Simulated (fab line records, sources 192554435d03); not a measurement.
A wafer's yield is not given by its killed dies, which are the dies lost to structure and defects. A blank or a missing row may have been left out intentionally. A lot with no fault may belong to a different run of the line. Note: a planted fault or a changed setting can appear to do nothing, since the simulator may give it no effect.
One fault seen from 2 desks ; flow n5 finfet ; each desk holds nothing but its own numbers, with what lay behind them at the end

== FROM THE METROLOGY DESK ==
Lot by lot, what the gauges showed, no matter which tool ran the lot: averages of those sampled wafers that carry a number. A lot is out of limits, marked OUT, if its mean lies more than 4 standard deviations from the usual mean; the brackets give that distance. Of its 11 readings 7 are shown: those that lie furthest out on some lot.
Columns: A = DIBL_N at N5_BEOL_M4_RC_MEAS_101, usual 35.9 mV/V; B = DIBL_P at N5_BEOL_M4_RC_MEAS_101, usual 35.8 mV/V; C = IOFF_N at N5_BEOL_M4_RC_MEAS_101, usual 0.15 nA/um; D = IOFF_P at N5_BEOL_M4_RC_MEAS_101, usual 0.21 nA/um; E = SS_P at N5_BEOL_M4_RC_MEAS_101, usual 73.2 mV/dec; F = VT_N at N5_BEOL_M4_RC_MEAS_101, usual 250 mV; G = VT_P at N5_BEOL_M4_RC_MEAS_101, usual -250 mV
lot;first seen here;A;B;C;D;E;F;G
L527;day 5 02:01;34.9;35.4;0.14;0.22;73.1;252;-247
L536;day 7 06:34;35.7;36.0;0.15;0.19;73.0;249;-251
L538;day 7 22:06;35.9;35.4;0.15;0.23;73.1;249;-247
L540;day 8 07:01;35.2;34.8;0.13;0.17;72.8;253;-254
L545;day 9 10:11;32.5;29.8;0.11;0.15;72.2;253;-254
L549;day 10 08:55;34.2;32.7;0.12;0.19;72.1;254;-248
Finding of this desk: none of the 6 lots has anything out of limits.

== THE TOOL OWNER'S DESK: ald metal-03 ==
The tool's own readings at N5_MOL_CONTACT_COAG_ALD_20 (deposits TiN, target thk 1.5 nm, pulse time 1 s, purge time 3 s): means of the sampled wafers that have a number, for each lot that ran on this tool. A lot is out of limits, marked OUT, if its mean lies more than 4 standard deviations from the usual mean; the brackets give that distance.
Columns: A = heater power w at N5_MOL_CONTACT_COAG_ALD_20, usual 889 W; B = precursor pulse height rel at N5_MOL_CONTACT_COAG_ALD_20, usual 1.001
lot;first seen here;A;B
L527;day 5 02:46;978;1.000
L538;day 7 23:28;881;0.996
L540;day 8 07:46;909;1.000
L545;day 9 10:56;937;1.002
Finding of this desk: none of the 4 lots has anything out of limits.

== PUT TOGETHER ==
Metrology desk: nothing out of limits seen.
The tool owner's desk saw nothing out of limits.

== WHAT THE SIMULATOR HAD PUT IN ==
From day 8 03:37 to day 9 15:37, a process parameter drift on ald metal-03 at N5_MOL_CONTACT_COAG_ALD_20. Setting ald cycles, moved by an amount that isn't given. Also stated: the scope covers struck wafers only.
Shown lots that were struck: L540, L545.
